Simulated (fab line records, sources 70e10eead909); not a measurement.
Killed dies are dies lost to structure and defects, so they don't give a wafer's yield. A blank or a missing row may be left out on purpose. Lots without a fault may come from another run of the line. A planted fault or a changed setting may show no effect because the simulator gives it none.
fab line records | flow nand_harc
record lots=6 wafers=18 last_day=24
route steps=1159 shown A_SOURCE_PLATE@420 A_ONON_D1@424 END@1159
lots that met no fault: from a run of the same line without faults
start_h: hours from the record's first day to the start of the lot's first wafer shown | wait_h: hours since the lot's step before | " the same as in the row above | L1.1+2: a row that stands for several wafers | - no value, or no start given | * or withheld: withheld | < > ~ a bound
route shown NAME@n: a module of which the file shows steps, and the number in the route of the first | usual: mean/standard deviation of fault-free wafers | same: alike in all rows | chamber/n: place in a boat | sites: the reading at each site | _std_site: their standard deviation | _edge_site: outer sites' mean less inner sites' | radius_mm: how far each site lies from the wafer's centre | mask NAME#n: copy n | behind: the tool/chamber that last shaped the wafer | hold: why the lot was held/for how many hours/how that ended | device: the transistor (n, p or np) that didn't switch | end of line: the same wafers' tests at the end of the route | a step without rows: its recipe alone | killed: dies lost to structure and defects at the first sort, not the wafer's yield | map: a wafer's dies, x killed, . not, _ none there
set.NAME: the setting as run; set.NAME@STEP: as run at that earlier step | model.NAME: the simulator's own value behind a step, which no gauge read
lots at some steps of the route; a table a step, a row a wafer
services: from which hour (start_h, from the record's first day; less than 0 if before it) a tool's chamber was out of use, for how many hours, and why
## steps
# step NHARC_A_SOURCE_PLATE_THK_MEAS_06
# recipe thk_meas_gauge=ellipsometry
# usual thk_nm=199.7/2.2
# columns lot.wafer tool chamber start_h wait_h thk_nm
L917.2 film_metro-01 - 203.43 0.4 201.4
L917.3 " - " " 201.7
L917.4 " - " " 201.4
L924.3 film_metro-02 - 240.96 0.4 196.5
L924.5 " - " " 198.7
L924.6 " - " " 201.4
L925.1 film_metro-02 - 250.59 0.4 201.8
L925.3 " - " " 201.1
L925.6 " - " " 202.9
L931.1 film_metro-02 - 280.09 0.4 201.5
L931.2 " - " " 203.4
L931.4 " - " " 202.3
L930.3 film_metro-02 - 280.10 0.4 200.7
L930.4 " - " " 197.7
L930.6 " - " " 200.9
L933.1 film_metro-01 - 294.35 0.4 196.6
L933.2 " - " " 200.4
L933.6 " - " " 200.5
# step NHARC_A_SOURCE_PLATE_INSPECT_08
# usual raw_defect_count=64/26
# columns lot.wafer tool chamber start_h wait_h raw_defect_count
L917.2 defect_inspect-02 - 203.51 0.0 79
L917.3 " - " " 144
L917.4 " - " " 126
L924.3 defect_inspect-01 - 241.04 0.0 87
L924.5 " - " " 49
L924.6 " - " " 88
L925.1 defect_inspect-01 - 250.69 0.0 82
L925.3 " - " " 53
L925.6 " - " " 97
L931.1 defect_inspect-02 - 280.16 0.0 43
L931.2 " - " " 95
L931.4 " - " " 120
L930.3 defect_inspect-02 - 280.18 0.0 56
L930.4 " - " " 62
L930.6 " - " " 67
L933.1 defect_inspect-01 - 294.41 0.0 31
L933.2 " - " " 48
L933.6 " - " " 42
# step NHARC_A_ONON_D1_DEP_00
# recipe target_thk_a=10000 n2_flow_sccm=2750 n2o_flow_sccm=2000 nh3_flow_sccm=500 sih4_flow_sccm=210 temp_c=400
# step NHARC_A_ONON_D1_THK_MEAS_02
# recipe thk_meas_gauge=ellipsometry
# usual thk_nm=1003/8.4
# columns lot.wafer tool chamber start_h wait_h thk_nm
L917.2 film_metro-01 - 204.09 - 1017
L917.3 " - " " 1015
L917.4 " - " " 1016
L924.3 film_metro-01 - 241.62 - 1008
L924.5 " - " " 1006
L924.6 " - " " 1006
L925.1 film_metro-01 - 251.27 - 1005
L925.3 " - " " 1003
L925.6 " - " " 1005
L931.1 film_metro-01 - 280.73 - 1015
L931.2 " - " " 1013
L931.4 " - " " 1014
L930.3 film_metro-01 - 280.76 - 985
L930.4 " - " " 985
L930.6 " - " " 984
L933.1 film_metro-02 - 294.99 - 1009
L933.2 " - " " 1008
L933.6 " - " " 1007
# step NHARC_A_ONON_D1_DEP_03
# recipe target_thk_a=10000 n2_flow_sccm=2750 n2o_flow_sccm=2000 nh3_flow_sccm=500 sih4_flow_sccm=210 temp_c=400
# step NHARC_A_ONON_D1_THK_MEAS_05
# recipe thk_meas_gauge=ellipsometry
# usual thk_nm=999/10
# columns lot.wafer tool chamber start_h wait_h thk_nm
L917.2 film_metro-01 - 204.66 - 988
L917.3 " - " " 989
L917.4 " - " " 988
L924.3 film_metro-02 - 242.18 - 994
L924.5 " - " " 993
L924.6 " - " " 997
L925.1 film_metro-01 - 251.83 - 1003
L925.3 " - " " 1005
L925.6 " - " " 1005
L931.1 film_metro-02 - 281.30 - 985
L931.2 " - " " 984
L931.4 " - " " 983
L930.3 film_metro-01 - 281.33 - 997
L930.4 " - " " 997
L930.6 " - " " 996
L933.1 film_metro-01 - 295.58 - 997
L933.2 " - " " 999
L933.6 " - " " 998
# step NHARC_A_ONON_D1_DEP_06
# recipe target_thk_a=10000 n2_flow_sccm=2750 n2o_flow_sccm=2000 nh3_flow_sccm=500 sih4_flow_sccm=210 temp_c=400
# step NHARC_A_ONON_D1_THK_MEAS_08
# recipe thk_meas_gauge=ellipsometry
# usual thk_nm=1000/9.8
# columns lot.wafer tool chamber start_h wait_h thk_nm
L917.2 film_metro-01 - 205.23 - 992
L917.3 " - " " 994
L917.4 " - " " 992
L924.3 film_metro-02 - 242.75 - 1005
L924.5 " - " " 1007
L924.6 " - " " 1007
L925.1 film_metro-02 - 252.40 - 1006
L925.3 " - " " 1006
L925.6 " - " " 1008
L931.1 film_metro-02 - 281.87 - 1017
L931.2 " - " " 1016
L931.4 " - " " 1014
L930.3 film_metro-01 - 281.89 - 993
L930.4 " - " " 994
L930.6 " - " " 995
L933.1 film_metro-01 - 296.15 - 983
L933.2 " - " " 983
L933.6 " - " " 984
# step NHARC_A_ONON_D1_DEP_09
# recipe target_thk_a=10000 n2_flow_sccm=2750 n2o_flow_sccm=2000 nh3_flow_sccm=500 sih4_flow_sccm=210 temp_c=400
# step NHARC_A_ONON_D1_THK_MEAS_11
# recipe thk_meas_gauge=ellipsometry
# usual thk_nm=998/8
# columns lot.wafer tool chamber start_h wait_h thk_nm
L917.2 film_metro-01 - 205.79 - 988
L917.3 " - " " 987
L917.4 " - " " 989
L924.3 film_metro-01 - 243.31 - 990
L924.5 " - " " 991
L924.6 " - " " 991
L925.1 film_metro-02 - 252.97 - 1002
L925.3 " - " " 1005
L925.6 " - " " 1001
L931.1 film_metro-02 - 282.43 - 989
L931.2 " - " " 988
L931.4 " - " " 988
L930.3 film_metro-02 - 282.46 - 1000
L930.4 " - " " 999
L930.6 " - " " 999
L933.1 film_metro-02 - 296.72 - 994
L933.2 " - " " 994
L933.6 " - " " 992
# step NHARC_A_ONON_D1_DEP_12
# recipe target_thk_a=10000 n2_flow_sccm=2750 n2o_flow_sccm=2000 nh3_flow_sccm=500 sih4_flow_sccm=210 temp_c=400
# usual n2_flow_sccm=2751/8.5 n2o_flow_sccm=2001/5.9
# columns lot.wafer tool chamber start_h wait_h n2_flow_sccm n2o_flow_sccm
L917.2 pecvd_onon-04 0 206.03 0.2 2753 2001
L917.3 " 0 " " 2756 1998
L917.4 " 0 " " 2754 1997
L924.3 pecvd_onon-03 - 243.48 0.2 - -
L924.5 " - " " - -
L924.6 " - " " - -
L925.1 pecvd_onon-03 - 253.03 0.1 - -
L925.3 " - " " - -
L925.6 " - " " - -
L931.1 pecvd_onon-04 0 282.49 0.1 2741 1995
L931.2 " 0 " " 2752 1999
L931.4 " 0 " " 2744 1992
L930.3 pecvd_onon-03 0 282.63 0.2 2733 1997
L930.4 " 0 " " 2747 2003
L930.6 " 0 " " 2742 2002
L933.1 pecvd_onon-03 0 296.77 0.1 2750 1988
L933.2 " 0 " " 2747 1990
L933.6 " 0 " " 2746 1992
# step NHARC_END_SORT_01
# recipe temp_c=25
# usual killed_at_array=29/13 killed_at_other=0.7/1 killed_at_periphery=3.2/2.3 killed_dies=33/13 killed_open=3.3/1.7 killed_short=2.0/1.5
# same gross_dies=677
# columns lot.wafer tool chamber start_h wait_h killed_at_array killed_at_other killed_at_periphery killed_dies killed_open killed_short
L925.1 prober-02 0 529.72 2.5 676 0 1 677 2 1
L925.3 prober-02 0 531.32 3.1 672 1 4 677 3 2
L925.6 prober-02 0 533.72 4.0 673 2 2 677 2 1
L924.3 prober-01 0 531.34 3.1 671 3 3 677 3 2
L924.5 prober-01 0 532.99 3.8 672 3 2 677 2 4
L924.6 prober-01 0 533.81 4.1 671 3 3 677 1 2
# killed by level:class
L925.1 A_ONON_D1:area_dep=631 A_CHANNEL_HOLE_D1:chamber_film_flake=24 A_SLIT:chamber_film_flake=12 A_CONTACT:chamber_film_flake=3 A_SGD_CUT:chamber_film_flake=2 A_SOURCE_PLATE:geometric_particle:short=1 A_BLC:geometric_particle:open=1 A_M0:geometric_particle:open=1
L925.3 A_ONON_D1:area_dep=627 A_CHANNEL_HOLE_D1:chamber_film_flake=19 A_SLIT:chamber_film_flake=19 A_CONTACT:chamber_film_flake=3 P_M0:geometric_particle:open=2 A_CHANNEL_FILL_D1:geometric_particle:short=2 P_STI:chamber_film_flake=2 A_CHANNEL_FILL_D1:geometric_particle:open=1
L924.3 A_ONON_D1:area_dep=653 A_CHANNEL_HOLE_D1:chamber_film_flake=6 A_STAIRCASE:chamber_film_flake=6 THIN_TSV:chamber_film_flake=3 A_CONTACT:chamber_film_flake=2 P_STI:geometric_particle:open=1 P_M0:geometric_particle:open=1 A_CHANNEL_HOLE_D1:geometric_particle:short=1
L924.5 A_ONON_D1:area_dep=659 A_CHANNEL_HOLE_D1:chamber_film_flake=6 THIN_TSV:chamber_film_flake=3 A_WL_FILL:geometric_particle:short=2 P_M1:geometric_particle:short=1 A_ONON_D1:geometric_particle:short=1 A_WL_FILL:geometric_particle:open=1 A_M0:geometric_particle:open=1
L925.6 A_ONON_D1:area_dep=637 A_SLIT:chamber_film_flake=16 A_CHANNEL_HOLE_D1:chamber_film_flake=14 A_SGD_CUT:chamber_film_flake=2 A_CONTACT:chamber_film_flake=2 A_CHANNEL_FILL_D1:geometric_particle:open=1 A_CONTACT:geometric_particle:open=1 P_STI:chamber_film_flake=1
L924.6 A_ONON_D1:area_dep=661 A_CONTACT:chamber_film_flake=5 A_CHANNEL_HOLE_D1:chamber_film_flake=3 THIN_TSV:chamber_film_flake=3 P_CONTACT:geometric_particle:short=1 P_M2:geometric_particle:short=1 A_CONTACT:geometric_particle:open=1 P_STI:chamber_film_flake=1
# map L924.3 (x killed, . not)
____________x____________
_________xxxxxxx_________
_______xxxxxxxxxxx_______
______xxxxxxxxxxxxx______
_____xxxxxxxxxxxxxxx_____
____xxxxxxxxxxxxxxxxx____
____xxxxxxxxxxxxxxxxx____
___xxxxxxxxxxxxxxxxxxx___
___xxxxxxxxxxxxxxxxxxx___
__xxxxxxxxxxxxxxxxxxxxx__
__xxxxxxxxxxxxxxxxxxxxx__
_xxxxxxxxxxxxxxxxxxxxxxx_
_xxxxxxxxxxxxxxxxxxxxxxx_
_xxxxxxxxxxxxxxxxxxxxxxx_
_xxxxxxxxxxxxxxxxxxxxxxx_
_xxxxxxxxxxxxxxxxxxxxxxx_
xxxxxxxxxxxxxxxxxxxxxxxxx
xxxxxxxxxxxxxxxxxxxxxxxxx
xxxxxxxxxxxxxxxxxxxxxxxxx
xxxxxxxxxxxxxxxxxxxxxxxxx
xxxxxxxxxxxxxxxxxxxxxxxxx
_xxxxxxxxxxxxxxxxxxxxxxx_
_xxxxxxxxxxxxxxxxxxxxxxx_
_xxxxxxxxxxxxxxxxxxxxxxx_
_xxxxxxxxxxxxxxxxxxxxxxx_
_xxxxxxxxxxxxxxxxxxxxxxx_
__xxxxxxxxxxxxxxxxxxxxx__
__xxxxxxxxxxxxxxxxxxxxx__
___xxxxxxxxxxxxxxxxxxx___
___xxxxxxxxxxxxxxxxxxx___
____xxxxxxxxxxxxxxxxx____
____xxxxxxxxxxxxxxxxx____
_____xxxxxxxxxxxxxxx_____
______xxxxxxxxxxxxx______
_______xxxxxxxxxxx_______
_________xxxxxxx_________
____________x____________
# map L925.1 (x killed, . not)
____________x____________
_________xxxxxxx_________
_______xxxxxxxxxxx_______
______xxxxxxxxxxxxx______
_____xxxxxxxxxxxxxxx_____
____xxxxxxxxxxxxxxxxx____
____xxxxxxxxxxxxxxxxx____
___xxxxxxxxxxxxxxxxxxx___
___xxxxxxxxxxxxxxxxxxx___
__xxxxxxxxxxxxxxxxxxxxx__
__xxxxxxxxxxxxxxxxxxxxx__
_xxxxxxxxxxxxxxxxxxxxxxx_
_xxxxxxxxxxxxxxxxxxxxxxx_
_xxxxxxxxxxxxxxxxxxxxxxx_
_xxxxxxxxxxxxxxxxxxxxxxx_
_xxxxxxxxxxxxxxxxxxxxxxx_
xxxxxxxxxxxxxxxxxxxxxxxxx
xxxxxxxxxxxxxxxxxxxxxxxxx
xxxxxxxxxxxxxxxxxxxxxxxxx
xxxxxxxxxxxxxxxxxxxxxxxxx
xxxxxxxxxxxxxxxxxxxxxxxxx
_xxxxxxxxxxxxxxxxxxxxxxx_
_xxxxxxxxxxxxxxxxxxxxxxx_
_xxxxxxxxxxxxxxxxxxxxxxx_
_xxxxxxxxxxxxxxxxxxxxxxx_
_xxxxxxxxxxxxxxxxxxxxxxx_
__xxxxxxxxxxxxxxxxxxxxx__
__xxxxxxxxxxxxxxxxxxxxx__
___xxxxxxxxxxxxxxxxxxx___
___xxxxxxxxxxxxxxxxxxx___
____xxxxxxxxxxxxxxxxx____
____xxxxxxxxxxxxxxxxx____
_____xxxxxxxxxxxxxxx_____
______xxxxxxxxxxxxx______
_______xxxxxxxxxxx_______
_________xxxxxxx_________
____________x____________
## services
# columns tool chamber start_h hours kind
pecvd_onon-04 - 237.00 13.0 pm
## key
first_sign step=NHARC_A_ONON_D1_DEP_12 reading=tool_record direction=missing
effect step=NHARC_END_SORT_01 reading=killed_at_array direction=up sigmas=50 usual=29 struck=672
more_kills_born_at NHARC_A_ONON_D1_DEP_12@pecvd_onon-03=3868
met_at NHARC_A_ONON_D1_DEP_12
struck_wafers L924.3,L924.5,L924.6,L925.1,L925.3,L925.6
later_rows_left_out L924.3,L924.5,L924.6,L925.1,L925.3,L925.6
tester_left_out L924,L925
fault kind=skipped_step_whole tool=pecvd_onon-03 chamber=- onset_h=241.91 steps=NHARC_A_ONON_D1_DEP_12 scope=struck_lots_only
# tester_left_out: of these lots the tester's yield and bins aren't shown, on N5 and GAA mostly nor the transistor test; their killed dies are dies lost to structure and defects alone, not to doping, threshold or leakage, so they don't give the yield
# later_rows_left_out: the simulator's readings of these wafers behind a module that went badly wrong aren't trusted and aren't shown, but for the sort
